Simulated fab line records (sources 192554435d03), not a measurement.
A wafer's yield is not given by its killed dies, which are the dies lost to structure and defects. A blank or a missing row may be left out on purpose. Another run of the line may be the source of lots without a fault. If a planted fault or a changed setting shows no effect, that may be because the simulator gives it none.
fab line records	flow n5Finfet
record: lots: 7	wafers: 39
route steps=1938 shown WELL_APT@39 DUMMY_GATE@237 SD_EPI_N@275 SD_EPI_P@314 HKMG_FIN@402 MOL_CONTACT_COAG@538
startH: hours from the record's opening day to when the first of the lot's shown wafers began	waitH: hours elapsed since this lot's preceding step	" repeats the value in the row above	L1.1+2: a single row standing in for several wafers	- no value present, or no start provided	* or withheld: withheld	< > ~ a bound
route shown NAME@n: NAME is a module with steps in the file, n the number in the route of the first one	usual: mean/standard deviation taken from wafers without a fault	same: alike in all rows	chamber/n: place in a boat	sites: the reading at each site	_std_site: their standard deviation	_edge_site: outer sites' mean less inner sites'	radiusMm: for every site, how far away it sits from the centre of the wafer	mask NAME#n: copy n	behind: tool/chamber where the wafer was last shaped	hold: reason for holding the lot/hours on hold/outcome of the hold	device: the n, p or np transistor that did not switch	end of line: tests run on the same wafers once the route is complete	a step with no rows: only its recipe	killed: count of dies lost to structure and defects at first sort (not the wafer's yield)	map: shows each die of a wafer: x if killed, . if not, _ if none is there
set.NAME: the setting that was run; set.NAME@STEP: the one run at that earlier step	model.NAME: the simulator's own value behind a step, which no gauge read
lots run with intentionally changed settings; tables by step, rows by wafer
== steps ==
step: N5_WELL_APT_EXPOSE_22
recipe: maskId: PWELL	na: 0.8	sourceShape: conventional	sigmaOuter: 0.8	polarization: unpolarized	defocusNm: 0	targetCdNm: 200	doseMj: 23.2
lot.wafer	tool	chamber	startH	waitH	mask	set.doseMj
L074.2+4+5	krfScanner-02	0	14.80	-	PWELL#0	23.2
L077.1+2+3+4+5+6	krfScanner-02	0	32.65	-	PWELL#0	23.2
L084.1+5+6	krfScanner-02	0	74.92	-	PWELL#0	24.68
L084.2+3+4	"	0	"	"	PWELL#0	23.2
L086.1+2+3+4+5+6	krfScanner-02	0	86.76	-	PWELL#0	23.2
L089.1+2+3+4+5+6	krfScanner-01	0	104.94	-	PWELL#0	23.2
L092.1+2+4	krfScanner-01	0	122.92	-	PWELL#0	23.96
L092.3+5+6	"	0	"	"	PWELL#0	23.2
L097.1+2+3+4+5+6	krfScanner-01	0	153.18	-	PWELL#0	23.2
step: N5_WELL_APT_PEB_23
recipe: pebTempC: 130	pebTimeS: 90
step: N5_WELL_APT_DEVELOP_24
recipe: developTimeS: 45	rinseLiquid: surfactantRinse	dry: airSpin	devTempC: 21
step: N5_WELL_APT_HARDBAKE_29
recipe: tempC: 130	timeS: 120
step: N5_WELL_APT_CD_MEAS_25
recipe: targetCdNm: 200	landingEnergyEv: 500	detector: seInlens
usual: cdNm: 200.6/1.6
lot.wafer	tool	chamber	startH	waitH	set.doseMj@WELL_APT_EXPOSE_22	cdNm
L074.2	cdSem-02	0	14.97	-	23.2	201.9
L074.4	"	0	"	"	23.2	199.2
L074.5	"	0	"	"	23.2	201.0
L077.1	cdSem-01	0	32.82	-	23.2	201.2
L077.2	"	0	"	"	23.2	202.4
L077.3	"	0	"	"	23.2	203.2
L077.4	"	0	"	"	23.2	202.2
L077.5	"	0	"	"	23.2	201.4
L077.6	"	0	"	"	23.2	202.5
L084.1	cdSem-01	0	75.09	-	24.68	211.7
L084.2	"	0	"	"	23.2	198.2
L084.3	"	0	"	"	23.2	201.0
L084.4	"	0	"	"	23.2	198.1
L084.5	"	0	"	"	24.68	211.3
L084.6	"	0	"	"	24.68	211.9
L086.1	cdSem-01	0	86.93	-	23.2	201.3
L086.2	"	0	"	"	23.2	199.9
L086.3	"	0	"	"	23.2	201.7
L086.4	"	0	"	"	23.2	201.7
L086.5	"	0	"	"	23.2	202.0
L086.6	"	0	"	"	23.2	200.9
L089.1	cdSem-02	0	105.11	-	23.2	202.0
L089.2	"	0	"	"	23.2	201.5
L089.3	"	0	"	"	23.2	202.8
L089.4	"	0	"	"	23.2	204.0
L089.5	"	0	"	"	23.2	201.2
L089.6	"	0	"	"	23.2	201.7
L092.1	cdSem-02	0	123.09	-	23.96	206.1
L092.2	"	0	"	"	23.96	202.5
L092.3	"	0	"	"	23.2	197.1
L092.4	"	0	"	"	23.96	205.1
L092.5	"	0	"	"	23.2	197.3
L092.6	"	0	"	"	23.2	198.1
L097.1	cdSem-02	0	153.35	-	23.2	198.9
L097.2	"	0	"	"	23.2	199.7
L097.3	"	0	"	"	23.2	200.5
L097.4	"	0	"	"	23.2	198.6
L097.5	"	0	"	"	23.2	199.4
L097.6	"	0	"	"	23.2	199.4
step: N5_WELL_APT_DESCUM_30
recipe: chemistry: O2	timeS: 7.9	sourcePowerW: 50	biasPowerW: 20	pressureMtorr: 20	rfFrequencyHz: 2.712e+07	tempC: 40	o2FlowSccm: 225
lot.wafer	tool	chamber	startH	waitH	set.doseMj@WELL_APT_EXPOSE_22	model.WELL_APT.cdNm
L074.2	rieDiel-06	1	15.13	0.1	23.2	202
L074.4	"	0	"	"	23.2	199.3
L074.5	"	2	"	"	23.2	201.1
L077.1	rieDiel-01	3	32.95	0.1	23.2	201.1
L077.2	"	0	"	"	23.2	202.2
L077.3	"	1	"	"	23.2	202.8
L077.4	"	1	"	"	23.2	201.8
L077.5	"	3	"	"	23.2	201.3
L077.6	"	0	"	"	23.2	202.3
L084.1	rieDiel-03	3	75.62	0.5	24.68	211.8
L084.2	"	0	"	"	23.2	198.2
L084.3	"	2	"	"	23.2	200.8
L084.4	"	2	"	"	23.2	198.1
L084.5	"	3	"	"	24.68	211.4
L084.6	"	0	"	"	24.68	211.9
L086.1	rieDiel-06	3	87.02	0.0	23.2	201.4
L086.2	"	2	"	"	23.2	200.2
L086.3	"	1	"	"	23.2	201.5
L086.4	"	0	"	"	23.2	201.7
L086.5	"	2	"	"	23.2	201.9
L086.6	"	1	"	"	23.2	200.6
L089.1	rieDiel-03	2	105.20	0.0	23.2	202.4
L089.2	"	3	"	"	23.2	201.5
L089.3	"	0	"	"	23.2	202.8
L089.4	"	1	"	"	23.2	203.8
L089.5	"	2	"	"	23.2	201
L089.6	"	1	"	"	23.2	201.7
L092.1	rieDiel-01	3	123.18	0.0	23.96	205.9
L092.2	"	2	"	"	23.96	202.5
L092.3	"	0	"	"	23.2	196.9
L092.4	"	1	"	"	23.96	204.8
L092.5	"	3	"	"	23.2	197.4
L092.6	"	2	"	"	23.2	197.8
L097.1	rieDiel-01	0	153.48	0.1	23.2	199.3
L097.2	"	1	"	"	23.2	199.7
L097.3	"	2	"	"	23.2	200.6
L097.4	"	0	"	"	23.2	198.7
L097.5	"	2	"	"	23.2	199.4
L097.6	"	1	"	"	23.2	199.2
step: N5_DUMMY_GATE_ETCH_37
recipe: chemistry: N2/H2	target: SOC	targetDepthA: 600	overetchA: 300	tempC: 40	ionEnergyEv: 200	pressureMtorr: 30	sourceW: 840	biasW: 150	n2FlowSccm: 200	h2FlowSccm: 200
usual: rfVppV: 523.5/2.2
lot.wafer	tool	chamber	startH	waitH	set.sourceW	rfVppV
L074.2	rieDiel-02	1	52.29	0.0	840	519.2
L074.4	"	3	"	"	840	524.1
L074.5	"	1	"	"	840	519.4
L077.1	rieDiel-04	1	72.29	0.0	840	521.8
L077.2	"	3	"	"	840	520.3
L077.3	"	0	"	"	787.7	537.2
L077.4	"	2	"	"	787.7	538.1
L077.5	"	1	"	"	840	521.4
L077.6	"	0	"	"	787.7	535.2
L084.1	rieDiel-05	2	110.43	0.0	840	523.1
L084.2	"	0	"	"	840	523.6
L084.3	"	3	"	"	840	522.8
L084.4	"	1	"	"	840	523.4
L084.5	"	1	"	"	840	522.3
L084.6	"	2	"	"	840	523.3
L086.1	rieDiel-04	0	119.97	0.0	840	523.0
L086.2	"	1	"	"	786.6	532.9
L086.3	"	2	"	"	786.6	538.1
L086.4	"	3	"	"	840	519.4
L086.5	"	3	"	"	840	520.7
L086.6	"	2	"	"	786.6	536.5
L089.1	rieDiel-04	0	136.94	0.0	840	522.6
L089.2	"	2	"	"	840	527.0
L089.3	"	1	"	"	840	521.6
L089.4	"	3	"	"	840	520.0
L089.5	"	0	"	"	840	523.4
L089.6	"	3	"	"	840	520.9
L092.1	rieDiel-02	3	154.42	0.0	840	523.4
L092.2	"	0	"	"	892.1	513.2
L092.3	"	2	"	"	840	524.6
L092.4	"	2	"	"	892.1	514.2
L092.5	"	3	"	"	892.1	513.8
L092.6	"	0	"	"	840	523.0
L097.1	rieDiel-02	1	185.07	0.0	840	529.7
L097.2	"	0	"	"	840	523.7
L097.3	"	2	"	"	840	523.6
L097.4	"	3	"	"	840	522.9
L097.5	"	2	"	"	840	524.3
L097.6	"	3	"	"	840	523.0
step: N5_SD_EPI_N_ETCH_35
recipe: chemistry: N2/H2	target: SOC	overetchA: 1080	maskMaterial: SiARC	tempC: 40	ionEnergyEv: 100	sourceW: 3000	biasW: 133	pressureMtorr: 20	timeS: 486	n2FlowSccm: 200	h2FlowSccm: 200
usual: rfVppV: 240.9/1.3
lot.wafer	tool	chamber	startH	waitH	set.sourceW	rfVppV	model.SiARC_of_SD_EPI_N_COAT_33.thkNm
L074.2	rieDiel-06	1	55.47	0.0	3000	238.9	19.6
L074.4	"	0	"	"	3000	241.6	19.8
L074.5	"	2	"	"	3000	241.8	19.8
L077.1	rieDiel-06	3	74.44	0.0	2439	258.4	21.8
L077.2	"	2	"	"	3000	241.8	20
L077.3	"	0	"	"	3000	240.6	19.6
L077.4	"	1	"	"	3000	239.9	19.4
L077.5	"	0	"	"	2439	258.8	22
L077.6	"	1	"	"	2439	257.0	21.6
L084.1	rieDiel-06	1	112.72	0.0	3000	239.0	19.6
L084.2	"	0	"	"	3000	240.1	20
L084.3	"	2	"	"	3000	240.7	19.8
L084.4	"	3	"	"	3000	242.2	19.4
L084.5	"	3	"	"	3000	241.2	19.4
L084.6	"	2	"	"	3000	240.9	20
L086.1	rieDiel-01	0	122.32	0.0	3563	226.8	17.4
L086.2	"	3	"	"	3000	240.1	20
L086.3	"	2	"	"	3000	241.2	19.6
L086.4	"	1	"	"	3000	241.1	19.4
L086.5	"	0	"	"	3563	225.2	17.4
L086.6	"	3	"	"	3563	225.6	18
L089.1	rieDiel-01	2	139.73	0.0	3000	241.8	19.8
L089.2	"	1	"	"	3485	229.1	17.6
L089.3	"	0	"	"	3000	239.4	19.8
L089.4	"	1	"	"	3000	242.4	19.6
L089.5	"	0	"	"	3485	228.4	17.8
L089.6	"	2	"	"	3485	230.0	18
L092.1	rieDiel-03	3	156.61	0.0	3177	234.6	19.6
L092.2	"	0	"	"	3000	241.9	19.8
L092.3	"	1	"	"	3000	243.6	20.2
L092.4	"	2	"	"	3177	239.2	19
L092.5	"	2	"	"	3000	243.1	19.8
L092.6	"	1	"	"	3177	236.9	19.4
L097.1	rieDiel-03	2	188.63	0.0	3000	241.7	20
L097.2	"	1	"	"	3157	238.0	19.6
L097.3	"	3	"	"	3157	233.6	19.6
L097.4	"	0	"	"	3000	242.5	20
L097.5	"	0	"	"	3157	237.2	19.4
L097.6	"	3	"	"	3000	238.1	20.2
step: N5_SD_EPI_P_SD_RECESS_17
recipe: chemistry: HBr/Cl2/O2	targetDepthA: 391	btTimeS: 3	pressureMtorr: 10	icpW: 800	biasW: 112	HBr_flow_sccm: 150	Cl2_flow_sccm: 80	O2_flow_sccm: 12
lot.wafer	tool	chamber	startH	waitH	set.targetDepthA	model.etch.depthNm	model.SD_EPI_P.featureDepthNm
L074.2	rieSi-03	1	60.76	0.0	391	38.67	38.6
L074.4	"	3	"	"	391	38.61	38.6
L074.5	"	3	"	"	391	38.98	39
L077.1	rieSi-03	0	80.32	0.0	391	38.14	38.2
L077.2	"	2	"	"	410.2	40.87	40.8
L077.3	"	1	"	"	391	38.87	38.8
L077.4	"	3	"	"	391	38.65	38.6
L077.5	"	1	"	"	410.2	40.93	41
L077.6	"	0	"	"	410.2	40.06	40
L084.1	rieSi-03	0	117.75	0.0	391	38.72	38.8
L084.2	"	3	"	"	391	39.02	39
L084.3	"	2	"	"	391	38.88	38.8
L084.4	"	1	"	"	391	39.17	39.2
L084.5	"	3	"	"	391	39.05	39
L084.6	"	2	"	"	391	38.92	39
L086.1	rieSi-04	2	127.23	0.0	391	39.35	39.4
L086.2	"	1	"	"	391	39.88	39.8
L086.3	"	3	"	"	391	39.29	39.2
L086.4	"	0	"	"	391	39.32	39.4
L086.5	"	2	"	"	391	39.83	39.8
L086.6	"	1	"	"	391	39.61	39.6
L089.1	rieSi-03	3	147.64	0.0	423.5	42.61	42.6
L089.2	"	0	"	"	391	38.5	38.6
L089.3	"	2	"	"	391	39.04	39
L089.4	"	1	"	"	423.5	42.17	42.2
L089.5	"	0	"	"	391	38.32	38.4
L089.6	"	3	"	"	423.5	42.4	42.4
L092.1	rieSi-06	1	163.00	0.0	378.3	36.93	37
L092.2	"	2	"	"	391	38.78	38.8
L092.3	"	0	"	"	378.3	37.48	37.4
L092.4	"	3	"	"	378.3	37.17	37.2
L092.5	"	0	"	"	391	38.96	39
L092.6	"	3	"	"	391	38.49	38.4
L097.1	rieSi-06	1	195.38	0.0	358.7	35.9	36
L097.2	"	0	"	"	358.7	35.84	35.8
L097.3	"	2	"	"	391	39.63	39.6
L097.4	"	3	"	"	391	39.02	39
L097.5	"	1	"	"	358.7	35.74	35.8
L097.6	"	0	"	"	391	39.47	39.4
step: N5_HKMG_FIN_ETCH_54
recipe: chemistry: CF4	target: SiARC	targetDepthA: 455	maskMaterial: CAR-ArF	timeS: 75.8	ionEnergyEv: 80	pressureMtorr: 40	sourceW: 545	biasW: 36	Ar_flow_sccm: 100	cf4FlowSccm: 100	ends: cleared
usual: etchRfOnTimeS: 75.8/1.1	rfVppV: 184.3/1.2
lot.wafer	tool	chamber	startH	waitH	set.sourceW	etchRfOnTimeS	rfVppV
L074.2	rieDiel-06	2	78.15	0.0	545	75.7	184.6
L074.4	"	3	"	"	545	74.1	184.9
L074.5	"	2	"	"	545	76.4	183.5
L077.1	rieDiel-03	1	100.46	0.0	494.2	83.7	192.0
L077.2	"	2	"	"	494.2	82.3	192.5
L077.3	"	3	"	"	545	77.9	182.7
L077.4	"	0	"	"	494.2	82.8	190.7
L077.5	"	1	"	"	545	77.3	185.7
L077.6	"	0	"	"	545	76.1	186.1
L084.1	rieDiel-03	3	135.01	0.0	600.4	71.0	177.9
L084.2	"	0	"	"	545	76.9	183.9
L084.3	"	1	"	"	600.4	70.6	179.8
L084.4	"	2	"	"	545	75.9	184.7
L084.5	"	1	"	"	600.4	70.6	180.0
L084.6	"	2	"	"	545	75.6	185.1
L086.1	rieDiel-06	0	144.12	0.0	545	76.2	184.4
L086.2	"	3	"	"	545	74.9	184.8
L086.3	"	1	"	"	517.6	78.4	185.9
L086.4	"	2	"	"	517.6	80.8	186.8
L086.5	"	2	"	"	545	77.6	182.9
L086.6	"	3	"	"	517.6	78.0	187.0
L089.1	rieDiel-06	1	163.96	0.0	456.8	87.7	194.8
L089.2	"	3	"	"	545	74.5	184.3
L089.3	"	2	"	"	456.8	89.7	196.6
L089.4	"	0	"	"	545	76.5	183.2
L089.5	"	1	"	"	545	74.5	182.3
L089.6	"	2	"	"	456.8	90.5	194.8
L092.1	rieDiel-06	0	181.88	0.0	630	67.0	175.4
L092.2	"	1	"	"	630	65.5	173.7
L092.3	"	2	"	"	630	66.5	175.1
L092.4	"	3	"	"	545	74.8	184.4
L092.5	"	2	"	"	545	76.5	185.5
L092.6	"	3	"	"	545	74.0	186.5
L097.1	rieDiel-03	1	212.18	0.0	468.3	87.2	195.9
L097.2	"	3	"	"	468.3	88.4	192.4
L097.3	"	0	"	"	468.3	87.9	195.2
L097.4	"	2	"	"	545	76.0	184.5
L097.5	"	2	"	"	545	75.4	185.0
L097.6	"	1	"	"	545	75.9	185.7
step: N5_MOL_CONTACT_COAG_ETCH_110
recipe: chemistry: CF4/O2	target: Si	targetDepthA: 25	timeS: 8	pressureMtorr: 100	sourceW: 200	biasW: 12	ionEnergyEv: 60	Ar_flow_sccm: 100	cf4FlowSccm: 100	O2_flow_sccm: 10
usual: rfVppV: 128.0/1.2
lot.wafer	tool	chamber	startH	waitH	set.biasW	rfVppV	model.etch.depthNm
L074.2	rieDiel-01	1	95.01	0.0	12	127.0	2.56
L074.4	"	2	"	"	12	129.0	2.489
L074.5	"	1	"	"	12	126.2	2.56
L077.1	rieDiel-01	2	116.45	0.0	12	128.3	2.481
L077.2	"	3	"	"	12	127.2	2.446
L077.3	"	0	"	"	12	128.8	2.507
L077.4	"	1	"	"	12	126.8	2.578
L077.5	"	1	"	"	12	126.8	2.555
L077.6	"	2	"	"	12	129.7	2.509
L084.1	rieDiel-01	1	151.09	0.0	12	126.7	2.529
L084.2	"	0	"	"	12	127.3	2.498
L084.3	"	2	"	"	12	128.9	2.488
L084.4	"	0	"	"	12	127.4	2.49
L084.5	"	2	"	"	12	130.2	2.499
L084.6	"	1	"	"	12	126.6	2.549
L086.1	rieDiel-03	0	160.21	0.0	13.39	141.2	2.597
L086.2	"	3	"	"	12	126.9	2.431
L086.3	"	1	"	"	13.39	138.1	2.566
L086.4	"	2	"	"	12	128.6	2.465
L086.5	"	0	"	"	13.39	140.1	2.596
L086.6	"	1	"	"	12	126.9	2.426
L089.1	rieDiel-01	0	180.43	0.0	13.88	145.5	2.718
L089.2	"	3	"	"	13.88	143.8	2.707
L089.3	"	2	"	"	12	129.1	2.505
L089.4	"	1	"	"	13.88	143.2	2.703
L089.5	"	3	"	"	12	127.8	2.529
L089.6	"	0	"	"	12	128.9	2.507
L092.1	rieDiel-03	3	199.95	0.0	9.896	108.6	2.209
L092.2	"	2	"	"	12	127.8	2.452
L092.3	"	1	"	"	9.896	108.0	2.264
L092.4	"	0	"	"	12	130.7	2.438
L092.5	"	2	"	"	12	128.3	2.497
L092.6	"	3	"	"	9.896	106.5	2.222
L097.1	rieDiel-06	3	228.86	0.0	12	128.6	2.551
L097.2	"	0	"	"	12	127.6	2.501
L097.3	"	2	"	"	12	128.7	2.488
L097.4	"	1	"	"	12	125.7	2.547
L097.5	"	1	"	"	12	126.7	2.537
L097.6	"	0	"	"	12	128.1	2.484
step: N5_MOL_CONTACT_COAG_EXPOSE_81
recipe: maskId: VG	na: 0.33	sourceShape: annular	sigmaInner: 0.3	sigmaOuter: 0.7	polarization: unpolarized	defocusNm: 0	doseMj: 59.5
lot.wafer	tool	chamber	startH	waitH	mask	set.doseMj
L074.2+4+5	euvScanner-02	0	107.12	-	VG#0	59.5
L077.1+3+5	euvScanner-01	0	126.08	-	VG#0	55.48
L077.2+4+6	"	0	"	"	VG#0	59.5
L084.1+5+6	euvScanner-02	0	162.51	-	VG#0	59.5
L084.2+3+4	"	0	"	"	VG#0	61.69
L086.1+3+4	euvScanner-01	0	169.09	-	VG#0	64.2
L086.2+5+6	"	0	"	"	VG#0	59.5
L089.1+2+3+4+5+6	euvScanner-01	0	190.77	-	VG#0	59.5
L092.1+5+6	euvScanner-02	0	209.43	-	VG#0	59.5
L092.2+3+4	"	0	"	"	VG#0	63.34
L097.1+4+5	euvScanner-01	0	238.13	-	VG#0	59.5
L097.2+3+6	"	0	"	"	VG#0	57.53
step: N5_MOL_CONTACT_COAG_PEB_82
recipe: pebTempC: 100	pebTimeS: 60	resist: CAR-EUV
step: N5_MOL_CONTACT_COAG_DEVELOP_83
recipe: developTimeS: 30	developer: TMAH	resist: CAR-EUV	rinseLiquid: surfactantRinse	dry: airSpin	devTempC: 23
step: N5_MOL_CONTACT_COAG_CD_MEAS_84
recipe: targetCdNm: 25.1	landingEnergyEv: 500	detector: seInlens	polarity: opening
usual: cdNm: 25.09/0.23
lot.wafer	tool	chamber	startH	waitH	set.doseMj@MOL_CONTACT_COAG_EXPOSE_81	cdNm
L074.2	cdSem-02	0	107.25	-	59.5	25.03
L074.4	"	0	"	"	59.5	25.07
L074.5	"	0	"	"	59.5	25.30
L077.1	cdSem-01	0	126.23	-	55.48	23.61
L077.2	"	0	"	"	59.5	24.98
L077.3	"	0	"	"	55.48	23.57
L077.4	"	0	"	"	59.5	25.13
L077.5	"	0	"	"	55.48	23.70
L077.6	"	0	"	"	59.5	25.54
L084.1	cdSem-02	0	162.67	-	59.5	24.77
L084.2	"	0	"	"	61.69	26.20
L084.3	"	0	"	"	61.69	26.05
L084.4	"	0	"	"	61.69	25.75
L084.5	"	0	"	"	59.5	24.90
L084.6	"	0	"	"	59.5	25.00
L086.1	cdSem-02	0	169.23	-	64.2	26.64
L086.2	"	0	"	"	59.5	25.03
L086.3	"	0	"	"	64.2	26.65
L086.4	"	0	"	"	64.2	26.19
L086.5	"	0	"	"	59.5	25.12
L086.6	"	0	"	"	59.5	24.83
L089.1	cdSem-01	0	190.92	-	59.5	24.90
L089.2	"	0	"	"	59.5	25.21
L089.3	"	0	"	"	59.5	25.19
L089.4	"	0	"	"	59.5	25.02
L089.5	"	0	"	"	59.5	25.12
L089.6	"	0	"	"	59.5	24.86
L092.1	cdSem-02	0	209.58	-	59.5	25.16
L092.2	"	0	"	"	63.34	26.08
L092.3	"	0	"	"	63.34	26.22
L092.4	"	0	"	"	63.34	26.38
L092.5	"	0	"	"	59.5	25.07
L092.6	"	0	"	"	59.5	24.95
L097.1	cdSem-01	0	238.28	-	59.5	24.80
L097.2	"	0	"	"	57.53	24.19
L097.3	"	0	"	"	57.53	24.07
L097.4	"	0	"	"	59.5	25.04
L097.5	"	0	"	"	59.5	24.58
L097.6	"	0	"	"	57.53	24.17
step: N5_MOL_CONTACT_COAG_PRECLEAN_144
recipe: chemistry: alkalineClean	tempC: 60	timeS: 60	doPpb: 50
step: N5_MOL_CONTACT_COAG_SRD_145
recipe: dry: ipaMarangoni	timeS: 30	tempC: 23	rinseLiquid: diw
step: N5_MOL_CONTACT_COAG_CD_MEAS_137
recipe: targetCdNm: 16
usual: cdNm: 15.93/0.29
lot.wafer	tool	chamber	startH	waitH	set.doseMj@MOL_CONTACT_COAG_EXPOSE_81	cdNm
L074.2	cdSem-02	-	109.43	0.0	59.5	16.48
L074.4	"	-	"	"	59.5	15.88
L074.5	"	-	"	"	59.5	15.95
L077.1	cdSem-01	-	127.66	0.0	55.48	14.19
L077.2	"	-	"	"	59.5	15.97
L077.3	"	-	"	"	55.48	14.86
L077.4	"	-	"	"	59.5	15.82
L077.5	"	-	"	"	55.48	14.68
L077.6	"	-	"	"	59.5	15.66
L084.1	cdSem-02	-	163.60	0.0	59.5	15.93
L084.2	"	-	"	"	61.69	17.22
L084.3	"	-	"	"	61.69	16.68
L084.4	"	-	"	"	61.69	16.69
L084.5	"	-	"	"	59.5	16.41
L084.6	"	-	"	"	59.5	16.37
L086.1	cdSem-02	-	171.25	0.0	64.2	17.01
L086.2	"	-	"	"	59.5	15.76
L086.3	"	-	"	"	64.2	17.36
L086.4	"	-	"	"	64.2	17.25
L086.5	"	-	"	"	59.5	16.24
L086.6	"	-	"	"	59.5	15.84
L089.1	cdSem-02	-	193.17	0.0	59.5	16.09
L089.2	"	-	"	"	59.5	16.09
L089.3	"	-	"	"	59.5	15.78
L089.4	"	-	"	"	59.5	15.82
L089.5	"	-	"	"	59.5	15.74
L089.6	"	-	"	"	59.5	16.03
L092.1	cdSem-02	-	210.87	0.0	59.5	15.97
L092.2	"	-	"	"	63.34	17.43
L092.3	"	-	"	"	63.34	16.99
L092.4	"	-	"	"	63.34	17.19
L092.5	"	-	"	"	59.5	16.30
L092.6	"	-	"	"	59.5	15.71
L097.1	cdSem-01	-	239.39	0.0	59.5	15.63
L097.2	"	-	"	"	57.53	15.19
L097.3	"	-	"	"	57.53	15.37
L097.4	"	-	"	"	59.5	15.70
L097.5	"	-	"	"	59.5	16.09
L097.6	"	-	"	"	57.53	15.08
== key ==
split: step: N5_WELL_APT_EXPOSE_22	setting: doseMj	stated: 23.2	by: wafer
response: step: N5_WELL_APT_CD_MEAS_25	reading: cdNm	change: +2	per: 1%	r: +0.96
response: step: N5_WELL_APT_DESCUM_30	reading: model.WELL_APT.cdNm	change: +2.02	per: 1%	r: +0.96
split: step: N5_DUMMY_GATE_ETCH_37	setting: sourceW	stated: 840	by: wafer
response: step: N5_DUMMY_GATE_ETCH_37	reading: rfVppV	change: -2.15	per: 1%	r: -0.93
split: step: N5_SD_EPI_N_ETCH_35	setting: sourceW	stated: 3000	by: wafer
response: step: N5_SD_EPI_N_ETCH_35	reading: rfVppV	change: -0.835	per: 1%	r: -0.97
response: step: N5_SD_EPI_N_ETCH_35	reading: model.SiARC_of_SD_EPI_N_COAT_33.thkNm	change: -0.113	per: 1%	r: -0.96
split: step: N5_SD_EPI_P_SD_RECESS_17	setting: targetDepthA	stated: 391	by: wafer
response: step: N5_SD_EPI_P_SD_RECESS_17	reading: model.etch.depthNm	change: +0.441	per: 1%	r: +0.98
response: step: N5_SD_EPI_P_SD_RECESS_17	reading: model.SD_EPI_P.featureDepthNm	change: +0.435	per: 1%	r: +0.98
split: step: N5_HKMG_FIN_ETCH_54	setting: sourceW	stated: 545	by: wafer
response: step: N5_HKMG_FIN_ETCH_54	reading: etchRfOnTimeS	change: *	per: 1%	r: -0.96
response: step: N5_HKMG_FIN_ETCH_54	reading: rfVppV	change: -0.684	per: 1%	r: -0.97
split: step: N5_MOL_CONTACT_COAG_ETCH_110	setting: biasW	stated: 12	by: wafer
response: step: N5_MOL_CONTACT_COAG_ETCH_110	reading: rfVppV	change: +1.1	per: 1%	r: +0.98
response: step: N5_MOL_CONTACT_COAG_ETCH_110	reading: model.etch.depthNm	change: +0.0128	per: 1%	r: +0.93
split: step: N5_MOL_CONTACT_COAG_EXPOSE_81	setting: doseMj	stated: 59.5	by: wafer
response: step: N5_MOL_CONTACT_COAG_CD_MEAS_84	reading: cdNm	change: +0.209	per: 1%	r: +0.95
response: step: N5_MOL_CONTACT_COAG_CD_MEAS_137	reading: cdNm	change: +0.175	per: 1%	r: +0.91
